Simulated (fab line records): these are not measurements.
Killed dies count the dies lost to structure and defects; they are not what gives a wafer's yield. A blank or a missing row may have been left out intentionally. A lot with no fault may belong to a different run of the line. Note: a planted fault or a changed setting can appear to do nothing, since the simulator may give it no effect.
fab line records    flow nand-harc
record: lots: 14  wafers: 42  last-day: 25
route steps=1159 shown A_CONTACT@866 A_BONDPAD@1082 END@1159
lots that met no fault: from a run of the same line without faults
start-h: hours from the record's opening day to when the first of the lot's shown wafers began    wait-h: time in hours since the lot's previous step    " unchanged from the row above    L1.1+2: a single row standing in for several wafers    - value missing, or start not given    * or withheld: withheld    < > ~ a bound
route shown NAME@n: names a module that has steps shown in the file, with the first one's number in the route    usual: mean/standard deviation of fault-free wafers    same: alike in all rows    chamber/n: place in a boat    sites: per-site readings    _std_site: how widely they spread, as a standard deviation    _edge_site: inner sites' mean taken away from outer sites' mean    radius-mm: how far each site lies from the wafer's centre    mask NAME#n: copy n    behind: the most recent tool/chamber to have shaped the wafer    hold: the reason the lot was held/the length of the hold in hours/how it ended    device: which transistor (n, p or np) failed to switch    end of line: the tests these same wafers got at the end of their route    a step given without rows: its recipe and nothing more    killed: the dies lost at the first sort to structure and to defects; this is not the yield of the wafer    map: a wafer's dies, marking killed ones x, the rest . and places with no die _
set.NAME: setting as actually run; set.NAME@STEP: the setting as run at that earlier step    model.NAME: the simulator's own value behind a step, which no gauge read
steps of the route over a sample of lots; a table a step, a row a wafer
services: when a tool's chamber went out of use (start-h, in hours from the record's first day, below 0 if earlier), for how many hours, and the reason
== steps ==
step: NHARC_A_CONTACT_ETCH_115
recipe: source-w: withheld  pressure-mtorr: 20  bias-v: 3000  time-s: 94  target-depth-a: 9220  ar-flow-sccm: withheld  c4f8-flow-sccm: withheld  o2-flow-sccm: withheld  chemistry: C4F8/O2/Ar
lot.wafer  tool             chamber  start-h  wait-h  rf-hours-counter-h
L641.2     har-cap-etch-01  1        372.58   0.1     52
L641.1     "                0        "        "       52
L641.6     "                0        "        "       -
L642.2     har-cap-etch-02  1        382.76   0.1     8
L642.4     "                0        "        "       -
L642.5     "                1        "        "       -
L643.1     har-cap-etch-03  0        390.59   0.1     80
L643.3     "                1        "        "       -
L643.6     "                1        "        "       -
L648.2     har-cap-etch-03  0        402.52   0.1     83
L648.4     "                0        "        "       -
L648.5     "                1        "        "       -
L645.1     har-cap-etch-03  1        406.32   0.1     84
L645.2     "                0        "        "       84
L645.4     "                1        "        "       -
L649.1     har-cap-etch-03  1        432.29   0.1     88
L649.3     "                0        "        "       -
L649.4     "                1        "        "       -
L651.1     har-cap-etch-01  1        432.38   0.1     66
L651.2     "                0        "        "       66
L651.6     "                0        "        "       -
L654.2     har-cap-etch-01  1        472.44   0.1     72
L654.3     "                0        "        "       -
L654.4     "                1        "        "       -
L655.1     har-cap-etch-02  1        476.80   0.1     22
L655.3     "                0        "        "       -
L655.4     "                1        "        "       -
L656.2     har-cap-etch-02  1        480.88   0.1     23
L656.4     "                1        "        "       -
L656.6     "                1        "        "       -
L657.1     har-cap-etch-03  1        492.51   0.1     97
L657.2     "                0        "        "       97
L657.4     "                0        "        "       -
L661.1     har-cap-etch-03  0        502.96   0.1     99
L661.3     "                1        "        "       -
L661.5     "                1        "        "       -
L662.1     har-cap-etch-01  0        517.52   0.1     81
L662.4     "                1        "        "       -
L662.6     "                1        "        "       -
L664.2     har-cap-etch-03  1        518.65   0.1     102
L664.4     "                0        "        "       -
L664.5     "                0        "        "       -
step: NHARC_A_BONDPAD_DEGAS_25
recipe: temp-c: 300  time-s: 60
usual: heater-power-w: 482/50
lot.wafer  tool            chamber  start-h  wait-h  heater-power-w
L641.2     pvd-sputter-03  -        420.90   -       541
L641.1     "               -        "        "       464
L641.6     "               -        "        "       401
L642.2     pvd-sputter-03  -        424.04   -       465
L642.4     "               -        "        "       404
L642.5     "               -        "        "       542
L643.3     pvd-sputter-01  -        425.60   -       564
L643.1     "               -        "        "       466
L643.6     "               -        "        "       461
L648.4     pvd-sputter-03  -        437.22   -       539
L648.2     "               -        "        "       404
L648.5     "               -        "        "       458
L645.2     pvd-sputter-03  -        440.74   -       526
L645.1     "               -        "        "       446
L645.4     "               -        "        "       470
L649.4     pvd-sputter-01  -        466.44   -       445
L649.3     "               -        "        "       576
L649.1     "               -        "        "       456
L651.1     pvd-sputter-02  -        467.22   -       533
L651.2     "               -        "        "       517
L651.6     "               -        "        "       409
L654.4     pvd-sputter-01  -        514.58   -       511
L654.3     "               -        "        "       448
L654.2     "               -        "        "       465
L655.4     pvd-sputter-02  -        516.76   -       546
L655.3     "               -        "        "       412
L655.1     "               -        "        "       510
L656.2     pvd-sputter-03  -        521.71   -       399
L656.4     "               -        "        "       518
L656.6     "               -        "        "       449
L657.1     pvd-sputter-02  -        528.99   -       509
L657.4     "               -        "        "       532
L657.2     "               -        "        "       529
L661.3     pvd-sputter-01  -        537.24   -       448
L661.1     "               -        "        "       569
L661.5     "               -        "        "       463
L662.1     pvd-sputter-02  -        552.68   -       517
L662.4     "               -        "        "       417
L662.6     "               -        "        "       526
L664.2     pvd-sputter-03  -        553.25   -       450
L664.4     "               -        "        "       403
L664.5     "               -        "        "       426
step: NHARC_END_SORT_01
recipe: temp-c: 25
usual: killed-at-array: 24/8.7  killed-at-other: 0.8/1.2  killed-at-periphery: 3.6/2.3  killed-dies: 28/8.9  killed-open: 3.2/1.9  killed-short: 2.0/1.6
same: gross-dies: 677
lot.wafer  tool       chamber  start-h  wait-h  killed-at-array  killed-at-other  killed-at-periphery  killed-dies  killed-open  killed-short
L645.1     prober-01  0        480.09   2.5     10               0                4                    14           5            0
L645.2     prober-01  0        480.89   2.8     73               0                4                    77           4            1
L645.4     prober-01  0        482.49   3.4     11               1                4                    16           4            1
L649.1     prober-02  0        496.76   2.5     30               0                8                    38           2            2
L649.3     prober-02  0        498.38   3.1     90               1                5                    96           2            2
L649.4     prober-02  0        499.19   3.4     24               2                9                    35           7            3
killed by level:class
L645.1 A_CHANNEL_HOLE_D1:chamber-film-flake=4 A_CONTACT:geometric-particle:open=2 P_STI:chamber-film-flake=2 P_CONTACT:geometric-particle:open=1 A_SGD_CUT:geometric-particle:open=1 A_M1:geometric-particle:open=1 P_ZERO_WELL:chamber-film-flake=1 A_STAIRCASE:chamber-film-flake=1
L645.2 A_CONTACT:unspecified=63 A_STAIRCASE:chamber-film-flake=5 A_SGD_CUT:geometric-particle:open=2 A_CHANNEL_HOLE_D1:chamber-film-flake=2 P_GATE:geometric-particle:short=1 P_CONTACT:geometric-particle:open=1 P_M2:geometric-particle:open=1 P_STI:chamber-film-flake=1
L645.4 A_CHANNEL_HOLE_D1:chamber-film-flake=5 P_STI:chamber-film-flake=3 A_CONTACT:geometric-particle:open=2 P_M1:geometric-particle:open=1 A_M1:geometric-particle:open=1 STARTING-WAFER:geometric-particle:short=1 A_STAIRCASE:chamber-film-flake=1 A_SLIT:chamber-film-flake=1
L649.1 A_SLIT:chamber-film-flake=15 A_STAIRCASE:chamber-film-flake=4 A_WL_FILL:chamber-film-flake=3 A_CONTACT:chamber-film-flake=3 A_CONTACT:geometric-particle:short=2 P_ZERO_WELL:chamber-film-flake=2 P_STI:chamber-film-flake=2 P_M2:chamber-film-flake=2
L649.3 A_CONTACT:unspecified=68 A_SLIT:chamber-film-flake=7 A_WL_FILL:chamber-film-flake=4 P_M2:chamber-film-flake=3 A_CHANNEL_HOLE_D1:chamber-film-flake=3 P_ZERO_WELL:chamber-film-flake=2 A_STAIRCASE:chamber-film-flake=2 A_CONTACT:chamber-film-flake=2
L649.4 A_SLIT:chamber-film-flake=13 P_ZERO_WELL:chamber-film-flake=3 P_M0:geometric-particle:open=2 P_M2:chamber-film-flake=2 A_CONTACT:chamber-film-flake=2 P_CONTACT:geometric-particle:open=1 A_ONON_D1:geometric-particle:short=1 A_CHANNEL_HOLE_D1:geometric-particle:open=1
== services ==
tool             chamber  start-h  hours  kind
pvd-sputter-01   -        359.74   10.0   pm
pvd-sputter-03   -        389.57   1.7    repair
pvd-sputter-02   -        395.21   10.0   pm
pvd-sputter-03   -        458.00   10.0   pm
pvd-sputter-02   -        465.80   1.1    repair
pvd-sputter-03   -        494.74   2.8    repair
pvd-sputter-03   -        517.47   1.9    repair
pvd-sputter-01   -        537.83   10.0   pm
har-cap-etch-03  -        545.00   17.0   pm
har-cap-etch-03  0        545.00   17.0   vent-cycle
har-cap-etch-03  1        545.00   17.0   vent-cycle
pvd-sputter-01   -        550.11   3.2    repair
== key ==
first-sign: step: NHARC_END_SORT_01  reading: killed-at-array  direction: up  sigmas: 6.6  usual: 24  struck: 82
effect: step: NHARC_END_SORT_01  reading: killed-dies  direction: up  sigmas: 6.5  usual: 28  struck: 86
more-kills-born-at: NHARC_A_CONTACT_ETCH_115@har-cap-etch-03: 131
met-at NHARC_A_CONTACT_ETCH_115
struck-lots L645,L649
struck-wafers L645.2,L649.3
tester-left-out L645,L649
not-acting-at NHARC_A_BONDPAD_DEGAS_25
onset-between 402.52 406.32
fault: kind: chamber-particle-source  tool: har-cap-etch-03  chamber: 0  onset-h: 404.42  steps: NHARC_A_CONTACT_ETCH_115  rate-per-visit-cm2: 0.39238  end-h: 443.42
tester-left-out: of these lots the tester's yield and bins aren't shown, on N5 and GAA mostly nor the transistor test; their killed dies are dies lost to structure and defects alone, not to doping, threshold or leakage, so they don't give the yield
